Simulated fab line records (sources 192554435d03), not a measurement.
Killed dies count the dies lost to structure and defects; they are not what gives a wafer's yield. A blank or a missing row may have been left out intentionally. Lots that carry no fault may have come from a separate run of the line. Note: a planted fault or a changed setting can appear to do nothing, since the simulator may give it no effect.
Split-lot trial    flow n5_finfet    7 lots, 21 wafers read, on a route of 1938 steps

## THE SPLIT ITSELF
At N5_HKMG_FIN_EXPOSE_46 (exposes mask NDIPOLE), the setting dose_mj was moved away from the recipe's 40 on 3 of the 21 wafers read, by -4.6% to +5.3%. This setting was run at the recipe's value on the other wafers.

## FROM THE SPLIT TO THE READING: what the file shows between them, 2 steps
- N5_HKMG_FIN_PEB_47: peb time 60 s
- N5_HKMG_FIN_DEVELOP_48: develop time 30 s

## THE READING
cd_nm (nm) at N5_HKMG_FIN_CD_MEAS_49, where the cd target is 202 nm. Typical for fault-free wafers on this fab line: 201.9 nm, with standard deviation 0.92 nm.

wafer   tool, chamber at the split  dose_mj as run  against the recipe  cd_nm, nm  against lot-mates on the recipe
L074.1  arfi_scanner-02, 0          42.12           +5.3%               203.9      +3.2
L074.2  arfi_scanner-02, 0          40              recipe              200.4      -
L074.5  arfi_scanner-02, 0          40              recipe              201.1      -
L075.1  arfi_scanner-01, 0          40              recipe              202.3      -
L075.2  arfi_scanner-01, 0          41.93           +4.8%               206.7      +4.3
L075.6  arfi_scanner-01, 0          40              recipe              202.5      -
L079.4  arfi_scanner-03, 0          40              recipe              201.8      -
L079.5  arfi_scanner-03, 0          40              recipe              201.3      -
L079.6  arfi_scanner-03, 0          40              recipe              200.9      -
L080.1  arfi_scanner-01, 0          40              recipe              201.6      -
L080.4  arfi_scanner-01, 0          40              recipe              202.1      -
L080.5  arfi_scanner-01, 0          40              recipe              203.0      -
L085.1  arfi_scanner-01, 0          40              recipe              200.9      -
L085.3  arfi_scanner-01, 0          40              recipe              201.4      -
L085.6  arfi_scanner-01, 0          40              recipe              201.3      -
L087.1  arfi_scanner-03, 0          40              recipe              203.9      -
L087.3  arfi_scanner-03, 0          38.15           -4.6%               198.8      -4.2
L087.5  arfi_scanner-03, 0          40              recipe              202.1      -
L096.1  arfi_scanner-03, 0          40              recipe              202.4      -
L096.3  arfi_scanner-03, 0          40              recipe              203.4      -
L096.4  arfi_scanner-03, 0          40              recipe              202.5      -

THE FIT
A straight line over all 21 wafers: cd_nm changes by +0.658 nm for each +1% of dose_mj; r = +0.78; the points scatter about the line by 1 nm.
The same after taking each lot's own level away (the mean of its wafers on the recipe; 21 wafers): +0.785 nm for each +1%; r = +0.94; scatter 0.54 nm.
On that fit, the largest move of dose_mj shifts the reading by 4.2 nm.
Across the lots, their own levels run from 200.75 to 203.00 nm, a range of 2.4 times the standard deviation given above.
So the lot-to-lot level blurs the effect unless lot-mates are compared.
Check: +4.76 nm against its lot-mates is what the line predicts for one of the wafers moved furthest among these (+5.3%) when that wafer is left out of the fit. Against them it came out at +3.15 nm.

## OTHER SPLITS APPLIED TO THESE WAFERS
These wafers also went through other splits before the reading. Each is held against what the fit with the lots' levels taken away leaves over:
other split on the same wafers        wafers away from the commonest value  r with cd_nm (lot level and that fit taken away)
N5_DUMMY_GATE_ETCH_31 target_depth_a  6                                     +0.04
N5_SD_EPI_N_DESCUM_14 time_s          8                                     -0.36
N5_HKMG_FIN_HK_ALD_01 ald_cycles      6                                     -0.01

## THE FILE'S OWN FIT
cd_nm changes by +0.783 nm for each +1% of dose_mj, r = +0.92.
